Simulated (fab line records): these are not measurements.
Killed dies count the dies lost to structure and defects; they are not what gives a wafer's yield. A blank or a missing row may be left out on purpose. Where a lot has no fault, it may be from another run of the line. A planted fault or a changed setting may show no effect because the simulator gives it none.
fab line records	flow n5-finfet
[record] lots = 8	wafers = 24	last-day = 17
route steps=1938 shown BEOL_M0_SAQP@669 BEOL_M0@715 BEOL_M4@1111 PASSIVATION@1936
lots with no fault: from the same line, run without faults
start-h: hours from the record's opening day to when the first of the lot's shown wafers began	wait-h: hours elapsed since this lot's preceding step	" identical to the entry in the row above	L1.1+2: one row covering several wafers at once	- no value, or no start was given	* or withheld: withheld	< > ~ a bound
route shown NAME@n: names a module that has steps shown in the file, with the first one's number in the route	usual: the fault-free wafers' mean and standard deviation	same: alike in all rows	chamber/n: place in a boat	sites: readings site by site	_std_site: the values' standard deviation	_edge_site: mean of outer sites minus mean of inner sites	radius-mm: how far each site lies from the wafer's centre	mask NAME#n: copy n	behind: the tool/chamber that last shaped the wafer	hold: why the lot was held/for how many hours/how that ended	device: names the non-switching transistor (n, p or np)	end of line: tests run on the same wafers once the route is complete	a step with no rows: only its recipe	killed: the dies lost at the first sort to structure and to defects; this is not the yield of the wafer	map: per-die view of a wafer (x killed, . not killed, _ where there is no die)
set.NAME: setting as actually run; set.NAME@STEP: the setting as run at that earlier step	model.NAME: the simulator's own value behind a step, which no gauge read
route steps across a sampled set of lots; one table per step, one row per wafer
services: the hour from which a tool's chamber was out of use, counted from the record's first day as start-h (under 0 if before that day), plus the number of hours and why
[[steps]]
[step N5_BEOL_M0_SAQP_MANDREL_ETCH_103]
[recipe] chemistry = HBr/Cl2	target = a-Si	target-depth-a = 450	bt-time-s = 10	stop-on = SiCN	mask-material = SiO2	over-etch-frac = 0.8	time-s = 27	pressure-mtorr = 10	icp-w = 800	bias-w = 75	HBr_flow_sccm = 150	Cl2_flow_sccm = 80	ends = end-point
[usual] drypump-motor-current-A = 5.70/0.29	oes-product-au = 0.684/0.011	throttle-valve-pct = 35.3/0.44
lot.wafer	tool	chamber	start-h	wait-h	drypump-motor-current-A	oes-product-au	rf-hours-counter-h	throttle-valve-pct
L490.3	rie-si-06	0	114.10	0.0	5.87	0.689	1	35.1
L490.4	"	3	"	"	5.44	0.690	25	34.9
L490.5	"	2	"	"	5.77	0.680	-	36.1
L494.1	rie-si-01	2	132.59	0.0	5.72	0.666	13	35.5
L494.5	"	3	"	"	5.94	0.692	-	35.4
L494.6	"	2	"	"	5.72	0.676	-	35.5
L495.3	rie-si-05	0	139.69	0.0	5.66	0.670	3	35.0
L495.4	"	2	"	"	5.47	0.681	20	34.8
L495.5	"	1	"	"	5.97	0.682	-	35.2
L497.2	rie-si-05	0	148.13	0.0	5.66	0.681	4	34.9
L497.3	"	2	"	"	5.47	0.686	20	34.8
L497.4	"	1	"	"	5.98	0.676	137	35.1
L507.1	rie-si-01	1	211.51	0.0	5.90	0.660	174	34.6
L507.3	"	2	"	"	5.71	0.665	14	35.5
L507.5	"	3	"	"	5.95	0.681	-	35.4
L508.2	rie-si-01	1	221.02	0.0	5.88	0.679	174	34.6
L508.4	"	0	"	"	5.24	0.696	11	35.4
L508.5	"	1	"	"	5.93	0.668	-	34.6
L510.2	rie-si-06	2	227.64	0.0	5.79	0.676	78	36.1
L510.4	"	3	"	"	5.45	0.698	27	34.9
L510.6	"	2	"	"	5.77	0.694	-	36.1
L513.2	rie-si-01	1	245.99	0.0	5.92	0.668	175	34.6
L513.5	"	2	"	"	5.67	0.658	-	35.5
L513.6	"	1	"	"	5.87	0.687	-	34.6
[step N5_BEOL_M0_SAQP_CUT_ETCH_46]
[recipe] chemistry = N2/H2	target = SOC	target-depth-a = 1350	overetch-a = 270	temp-c = 40	time-s = 202.5	ion-energy-ev = 200	mask-material = SiARC	pressure-mtorr = 30	source-w = 840	bias-w = 150	n2-flow-sccm = 200	h2-flow-sccm = 200
[usual] drypump-motor-current-A = 5.7/0.37	rf-vpp-V = 525.2/1.8	showerhead-plenum-p-Torr = 2.58/0.067	temp-c = 39.99/0.1	throttle-valve-pct = 17.62/0.26
lot.wafer	tool	chamber	start-h	wait-h	drypump-motor-current-A	rf-hours-counter-h	rf-vpp-V	showerhead-plenum-p-Torr	temp-c	throttle-valve-pct
L490.3	rie-diel-04	2	116.27	0.0	6.0	238	525.1	2.60	40.04	18.02
L490.4	"	3	"	"	6.1	92	525.3	2.54	40.00	17.12
L490.5	"	2	"	"	6.0	-	525.3	2.60	40.09	18.02
L494.1	rie-diel-05	3	134.81	0.0	5.8	245	525.5	2.59	39.94	17.41
L494.5	"	2	"	"	5.7	-	525.6	2.59	40.15	17.41
L494.6	"	1	"	"	5.6	-	525.7	2.59	40.08	17.63
L495.3	rie-diel-04	1	141.91	0.0	5.0	151	527.4	2.67	40.17	17.66
L495.4	"	0	"	"	5.4	-	528.4	2.64	40.09	17.65
L495.5	"	1	"	"	5.0	-	527.0	2.67	40.24	17.67
L497.2	rie-diel-04	3	150.76	0.0	6.1	103	525.3	2.54	39.86	17.13
L497.3	"	1	"	"	4.9	155	526.8	2.67	39.97	17.67
L497.4	"	2	"	"	6.0	246	524.1	2.59	40.12	18.04
L507.1	rie-diel-05	2	215.65	0.0	5.6	35	526.1	2.58	40.01	17.47
L507.3	"	3	"	"	5.8	15	526.8	2.58	39.97	17.01
L507.5	"	3	"	"	5.8	-	524.4	2.58	40.09	17.00
L508.2	rie-diel-04	2	223.43	0.0	6.0	13	524.9	2.58	39.89	17.70
L508.4	"	0	"	"	5.4	188	526.4	2.62	40.10	17.72
L508.5	"	2	"	"	6.0	-	526.1	2.58	39.98	17.71
L510.2	rie-diel-01	3	229.91	0.0	6.2	14	521.8	2.51	39.82	17.49
L510.4	"	1	"	"	5.7	-	526.8	2.69	39.97	17.89
L510.6	"	2	"	"	5.8	-	521.5	2.47	40.08	17.86
L513.2	rie-diel-01	3	248.69	0.0	6.2	21	521.3	2.51	39.95	17.52
L513.5	"	2	"	"	5.8	-	522.7	2.47	40.00	17.86
L513.6	"	1	"	"	5.7	-	527.4	2.68	40.20	17.94
[step N5_BEOL_M0_ETCH_138]
[recipe] chemistry = CH3F/O2	target-depth-a = 120	target = SiCN	time-s = 31.6	ion-energy-ev = 120	pressure-mtorr = 30	source-w = 395	bias-w = 75	Ar_flow_sccm = 150	CH3F_flow_sccm = 30	O2_flow_sccm = 20	ends = cleared
[usual] CH3F_flow_sccm = 29.99/0.09	drypump-motor-current-A = 5.59/0.29	etch-rf-on-time-s = 29.6/1	oes-product-au = 0.68/0.072	rf-vpp-V = 296.8/1.3	showerhead-plenum-p-Torr = 1.96/0.054	throttle-valve-pct = 16.32/0.25
lot.wafer	tool	chamber	start-h	wait-h	CH3F_flow_sccm	drypump-motor-current-A	etch-rf-on-time-s	oes-product-au	rf-hours-counter-h	rf-vpp-V	showerhead-plenum-p-Torr	throttle-valve-pct
L490.3	rie-diel-06	0	118.14	0.0	30.05	6.00	30.5	0.77	16	296.2	1.94	15.95
L490.4	"	2	"	"	30.09	5.54	30.0	0.75	56	297.2	2.03	16.18
L490.5	"	0	"	"	30.05	6.00	30.7	0.76	-	296.1	1.94	15.94
L494.1	rie-diel-02	0	136.45	0.0	30.08	5.67	30.0	0.61	198	296.8	1.89	16.47
L494.5	"	1	"	"	29.83	5.21	28.9	0.66	-	295.8	1.95	16.79
L494.6	"	0	"	"	29.97	5.66	29.7	0.62	-	295.0	1.89	16.46
L495.3	rie-diel-06	2	143.30	0.0	30.03	5.55	29.7	0.74	64	298.7	2.03	16.22
L495.4	"	0	"	"	30.00	6.05	31.5	0.76	-	297.1	1.94	15.96
L495.5	"	2	"	"	30.03	5.54	30.3	0.74	-	297.9	2.03	16.19
L497.2	rie-diel-06	0	152.48	0.0	30.13	6.01	33.1	0.75	27	296.7	1.94	15.96
L497.3	"	2	"	"	29.99	5.50	28.5	0.74	68	297.4	2.03	16.21
L497.4	"	3	"	"	30.03	5.93	33.3	0.61	209	295.5	1.90	16.53
L507.1	rie-diel-06	1	217.19	0.0	30.00	5.41	28.7	0.74	46	297.5	2.04	16.20
L507.3	"	3	"	"	29.92	5.93	29.8	0.59	227	293.9	1.89	16.58
L507.5	"	2	"	"	30.13	5.51	28.8	0.72	-	299.6	2.02	16.23
L508.2	rie-diel-03	1	225.29	0.0	29.83	5.22	29.7	0.66	132	295.7	1.91	16.17
L508.4	"	2	"	"	30.01	5.70	29.9	0.73	-	298.0	2.03	16.14
L508.5	"	1	"	"	29.95	5.21	30.3	0.66	-	297.0	1.91	16.16
L510.2	rie-diel-03	1	231.52	0.0	29.99	5.21	27.3	0.67	136	295.8	1.91	16.19
L510.4	"	3	"	"	30.14	5.85	29.8	0.61	-	296.9	1.97	16.23
L510.6	"	1	"	"	29.87	5.23	29.3	0.67	-	296.8	1.91	16.17
L513.2	rie-diel-02	2	250.27	0.0	30.09	5.69	28.4	0.59	241	295.3	1.95	16.51
L513.5	"	2	"	"	30.03	5.69	29.2	0.59	-	297.2	1.95	16.50
L513.6	"	3	"	"	30.18	5.75	28.8	0.75	-	296.9	1.95	16.18
[step N5_BEOL_M0_HM_OPEN_105]
[recipe] chemistry = Cl2/BCl3	target-depth-a = 120	target = TiN	ion-energy-ev = 150	pressure-mtorr = 10	icp-w = 1000	bias-w = 126	Cl2_flow_sccm = 53.25	bcl3-flow-sccm = 21.75	Ar_flow_sccm = 25
[usual] drypump-motor-current-A = 5.5/0.48	oes-product-au = 0.81/0.13	throttle-valve-pct = 22.16/0.21
lot.wafer	tool	chamber	start-h	wait-h	drypump-motor-current-A	oes-product-au	rf-hours-counter-h	throttle-valve-pct
L490.3	rie-metal-02	1	118.91	0.7	4.7	0.67	-	22.43
L490.4	"	1	"	"	4.7	0.67	-	22.43
L490.5	"	1	"	"	4.7	0.67	-	22.43
L494.1	rie-metal-03	0	136.95	0.5	6.0	0.69	78	22.33
L494.5	"	0	"	"	6.0	0.69	-	22.32
L494.6	"	1	"	"	6.0	0.95	-	21.82
L495.3	rie-metal-01	1	145.09	1.8	5.9	0.89	-	22.03
L495.4	"	0	"	"	5.6	0.59	-	22.32
L495.5	"	0	"	"	5.6	0.58	-	22.34
L497.2	rie-metal-02	0	153.24	0.7	5.6	0.93	3	22.01
L497.3	"	1	"	"	4.7	0.66	-	22.43
L497.4	"	0	"	"	5.6	0.92	-	22.02
L507.1	rie-metal-02	0	217.29	0.1	5.5	0.90	8	22.03
L507.3	"	1	"	"	4.7	0.64	-	22.47
L507.5	"	1	"	"	4.7	0.64	-	22.48
L508.2	rie-metal-02	1	227.67	2.3	4.7	0.64	103	22.47
L508.4	"	0	"	"	5.6	0.90	-	22.01
L508.5	"	1	"	"	4.7	0.65	-	22.45
L510.2	rie-metal-02	1	236.31	4.7	4.7	0.64	103	22.45
L510.4	"	0	"	"	5.6	0.89	-	22.00
L510.6	"	1	"	"	4.7	0.65	-	22.45
L513.2	rie-metal-02	1	253.42	3.1	4.7	0.65	104	22.46
L513.5	"	0	"	"	5.6	0.89	-	22.02
L513.6	"	1	"	"	4.7	0.65	-	22.46
[step N5_BEOL_M0_ETCH_128]
[recipe] chemistry = CF4/N2	target-depth-a = 120	overetch-a = 51	target = SiCN	time-s = 21.4	ion-energy-ev = 150	pressure-mtorr = 40	source-w = 430	bias-w = 70	Ar_flow_sccm = 100	cf4-flow-sccm = 60	n2-flow-sccm = 60
[usual] drypump-motor-current-A = 5.60/0.28	oes-product-au = 0.55/0.058	rf-vpp-V = 381.5/1.7	showerhead-plenum-p-Torr = 2.17/0.056	throttle-valve-pct = 15.46/0.25
lot.wafer	tool	chamber	start-h	wait-h	drypump-motor-current-A	oes-product-au	rf-hours-counter-h	rf-vpp-V	showerhead-plenum-p-Torr	throttle-valve-pct
L490.3	rie-diel-06	0	119.29	0.0	6.01	0.63	16	380.8	2.15	15.08
L490.4	"	3	"	"	5.91	0.50	199	378.7	2.10	15.66
L490.5	"	3	"	"	5.91	0.49	-	380.7	2.10	15.63
L494.1	rie-diel-02	0	137.29	0.0	5.67	0.51	199	381.3	2.11	15.67
L494.5	"	1	"	"	5.22	0.53	-	380.8	2.15	15.87
L494.6	"	2	"	"	5.67	0.49	-	383.6	2.17	15.58
L495.3	rie-diel-03	0	145.41	0.1	5.10	0.48	225	384.7	2.28	15.43
L495.4	"	1	"	"	5.25	0.57	100	379.6	2.12	15.25
L495.5	"	2	"	"	5.70	0.64	-	384.6	2.25	15.19
L497.2	rie-diel-03	3	154.58	0.5	5.95	0.53	155	382.3	2.19	15.32
L497.3	"	1	"	"	5.22	0.56	104	380.4	2.12	15.26
L497.4	"	2	"	"	5.72	0.67	36	382.2	2.25	15.18
L507.1	rie-diel-02	3	217.68	0.0	5.75	0.62	24	380.6	2.17	15.29
L507.3	"	2	"	"	5.70	0.48	230	383.3	2.16	15.65
L507.5	"	2	"	"	5.68	0.48	-	381.5	2.16	15.66
L508.2	rie-diel-06	2	228.04	0.0	5.55	0.57	89	383.5	2.23	15.37
L508.4	"	3	"	"	5.92	0.48	231	380.1	2.09	15.72
L508.5	"	2	"	"	5.51	0.57	-	382.8	2.23	15.35
L510.2	rie-diel-06	1	236.92	0.2	5.42	0.70	53	382.5	2.24	15.32
L510.4	"	1	"	"	5.41	0.59	-	382.3	2.24	15.30
L510.6	"	0	"	"	6.00	0.58	-	380.4	2.14	15.17
L513.2	rie-diel-02	1	253.75	0.0	5.21	0.50	156	382.0	2.13	15.94
L513.5	"	2	"	"	5.70	0.47	-	381.1	2.16	15.67
L513.6	"	1	"	"	5.23	0.51	-	379.2	2.13	15.94
[step N5_BEOL_M4_RC_MEAS_101]
[usual] DIBL_N = 35.9/2.5	DIBL_P = 36.0/3	IOFF_N = 0.16/0.047	IOFF_P = 0.21/0.047	ION_N = 671/14	ION_P = 460/8.8	SS_N = 71.5/0.73	SS_P = 73.2/0.91	VT_N = 250/4.3	VT_P = -251/3.6
lot.wafer	tool	chamber	start-h	wait-h	DIBL_N[mV/V]	DIBL_P[mV/V]	IOFF_N[nA/um]	IOFF_P[nA/um]	ION_N[uA/um]	ION_P[uA/um]	SS_N[mV/dec]	SS_P[mV/dec]	VT_N[mV]	VT_P[mV]
L490.3	prober-02	0	162.56	0.3	34.8	34.4	0.14	0.19	662	453	71.0	73.3	250	-254
L490.4	"	0	"	"	37.7	37.2	0.20	0.22	679	465	72.4	73.2	245	-251
L490.5	"	0	"	"	34.1	33.6	0.14	0.17	653	444	70.5	72.7	249	-256
L494.1	prober-02	0	185.16	0.0	37.0	37.4	0.17	0.22	679	462	72.2	73.4	250	-252
L494.5	"	0	"	"	35.6	35.8	0.15	0.20	682	463	72.4	72.9	249	-251
L494.6	"	0	"	"	33.9	33.4	0.11	0.16	653	451	71.4	72.3	256	-253
L495.3	prober-01	0	187.33	0.3	39.6	39.0	0.24	0.26	707	475	71.7	74.3	241	-249
L495.4	"	0	"	"	32.6	29.5	0.10	0.13	654	447	69.6	71.7	256	-256
L495.5	"	0	"	"	40.8	38.8	0.28	0.26	684	460	72.6	74.4	243	-248
L497.2	prober-02	0	206.96	0.2	35.2	34.8	0.16	0.17	677	453	71.7	72.9	250	-256
L497.3	"	0	"	"	32.0	32.5	0.12	0.14	660	452	70.7	72.5	252	-254
L497.4	"	0	"	"	32.7	32.3	0.12	0.14	658	449	70.5	72.9	254	-257
L507.1	prober-02	0	269.06	0.0	35.8	35.2	0.14	0.19	685	470	70.5	73.0	248	-250
L507.3	"	0	"	"	39.0	39.9	0.22	0.28	693	469	71.2	74.4	244	-247
L507.5	"	0	"	"	38.1	39.4	0.18	0.26	692	475	71.8	74.3	247	-248
L508.2	prober-02	0	274.46	0.2	39.7	41.2	0.27	0.32	703	470	73.1	74.6	241	-245
L508.4	"	0	"	"	38.5	39.9	0.25	0.29	690	471	72.2	75.1	244	-245
L508.5	"	0	"	"	34.5	35.4	0.15	0.23	681	467	71.6	73.0	248	-249
L510.2	prober-01	0	283.90	0.2	34.3	34.8	0.13	0.19	667	460	71.5	73.0	253	-252
L510.4	"	0	"	"	35.8	37.5	0.15	0.22	654	457	71.7	73.7	251	-249
L510.6	"	0	"	"	37.4	40.5	0.21	0.29	692	473	72.7	74.5	243	-244
L513.2	prober-01	0	300.53	0.2	35.2	33.5	0.12	0.16	668	458	71.1	73.0	254	-252
L513.5	"	0	"	"	39.7	39.0	0.20	0.25	673	457	73.0	74.5	249	-250
L513.6	"	0	"	"	33.6	33.2	0.11	0.16	664	462	70.8	72.2	253	-254
[step N5_PASSIVATION_PROBE_49]
[usual] defect-limited-yield = 91.4/1.4	killed_at_M0_to_M3 = 34/8.9	killed_at_M4_up = 13/4.6	killed-at-contacts = 12/5.5	killed-at-front-end = 41/11	killed-at-other = 3.1/2.9	killed-dies = 102/16	killed-on-rim = 13/4.2	killed-open = 66/11	killed-short = 34/7.6	sort_bin_5_function = 5.1/0.89	sort_bin_6_memory = 3.2/0.61	sort_bin_8_speed = 0.02/0.12	sort-n-pass = 1078/16
[same] gross-dies = 1180	killed-at-back-side = 0	sort_bin_4_leakage[%] = 0
lot.wafer	tool	chamber	start-h	wait-h	defect-limited-yield[%]	killed_at_M0_to_M3	killed_at_M4_up	killed-at-contacts	killed-at-front-end	killed-at-other	killed-dies	killed-on-rim	killed-open	killed-short	sort_bin_5_function[%]	sort_bin_6_memory[%]	sort_bin_8_speed[%]	sort-n-pass
L497.4	prober-01	-	305.95	0.2	90.6	27	13	18	53	0	111	15	73	37	5.4	3.6	0	1069
// killed by level:class
L497.4 FIN_SAQP:geometric-particle:short=17 MOL_CONTACT_COAG:geometric-particle:open=16 FIN_SAQP:geometric-particle:open=14 BEOL_M0_SAQP:geometric-particle:short=8 STI_FIN_REVEAL:geometric-particle:open=6 BEOL_M2:geometric-particle:open=6 BEOL_M4:geometric-particle:open=6 BEOL_M0_SAQP:geometric-particle:open=4
[[services]]
tool	chamber	start-h	hours	kind
rie-diel-02	-	91.15	2.8	pm
rie-diel-06	0	91.22	16.7	repair
rie-diel-01	-	100.88	0.9	repair
rie-si-05	0	104.16	2.8	repair
rie-si-06	-	108.52	0.1	repair
rie-diel-02	1	112.26	2.7	repair
rie-si-06	1	114.25	13.2	repair
rie-si-05	3	127.23	6.0	repair
rie-diel-04	0	135.51	2.6	repair
rie-diel-04	2	137.67	9.0	repair
rie-diel-06	3	143.16	8.3	repair
rie-diel-05	3	154.00	3.5	repair
rie-diel-04	-	156.29	1.1	repair
rie-diel-04	1	173.36	6.0	repair
rie-diel-06	-	174.34	14.6	pm
rie-si-06	3	175.58	8.2	repair
rie-diel-02	-	198.01	0.6	repair
rie-diel-02	1	204.08	6.8	repair
rie-diel-04	3	204.29	12.3	repair
rie-diel-02	-	223.96	2.3	repair
rie-diel-03	2	228.06	8.4	repair
rie-diel-06	2	235.93	8.0	repair
rie-diel-02	0	246.25	4.4	repair
rie-diel-06	3	253.06	2.6	repair
[[key]]
[first-sign] step = N5_BEOL_M0_ETCH_138	reading = etch-rf-on-time-s	direction = up	sigmas = 3.5	usual = *	struck = *
effect none on later readings
met-at N5_BEOL_M0_SAQP_MANDREL_ETCH_103
struck-lots L497
struck-wafers L497.2,L497.4
not-acting-at N5_BEOL_M0_SAQP_CUT_ETCH_46,N5_BEOL_M0_HM_OPEN_105,N5_BEOL_M0_ETCH_128
onset-between 139.69 148.13
[fault] kind = process-parameter-drift	tool = rie-si-05	chamber = -	onset-h = 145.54	steps = N5_BEOL_M0_SAQP_MANDREL_ETCH_103	channel = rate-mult	offset = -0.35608	shape = step	end-h = 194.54	scope = struck-wafers-only
